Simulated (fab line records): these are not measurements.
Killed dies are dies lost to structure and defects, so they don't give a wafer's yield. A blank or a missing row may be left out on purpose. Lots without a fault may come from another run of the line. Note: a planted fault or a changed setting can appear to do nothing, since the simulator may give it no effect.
Chamber matching ; flow n5Finfet ; N5_HKMG_FIN_CMP_23 on cmp-02: 4 sister chambers
The step polishes, stops on SiNx, t overpolish 10 s, target thk 46.326 nm. 4 wafers are shown with their chamber, then 8 later ones without.

EACH WAFER AND ITS CHAMBER
wafer;chamber;motorCurrentA (A)
L079.1;2;11.6
L086.6;1;13.0
L089.1;3;12.4
L092.1;0;10.2

WAFERS WHOSE CHAMBER IS MISSING
wafer;motorCurrentA (A)
L092.2;11.9
L092.3;11.4
L094.1;12.7
L094.4;12.6
L094.6;12.2
L096.3;12.1
L096.4;10.2
L096.6;11.3

EACH ONE'S CHAMBER
wafer;from the rows above;in truth
L092.2;can't be placed: 2 or 3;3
L092.3;2;2
L094.1;can't be placed: 3 or 1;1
L094.4;can't be placed: 3 or 1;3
L094.6;can't be placed: 3 or 2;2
L096.3;can't be placed: 3 or 2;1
L096.4;0;0
L096.6;2;2
3 of 8 placed correctly. Not placeable from these rows: 5 (in 4, the candidates include the true chamber). 0 placed wrongly.
How it was worked out, from the rows above alone: a wafer's distance from a chamber is the root of the sum, over the readings, of the square of ((its reading less the chamber's mean) divided by the reading's scatter). If the next closest chamber is less than 2 further off than the closest, the wafer can't be placed; otherwise it belongs to the closest. A chamber's mean is the mean of its shown wafers. The scatter: root of mean squared gap, hidden wafer to nearest shown wafer, with one shown wafer a chamber.
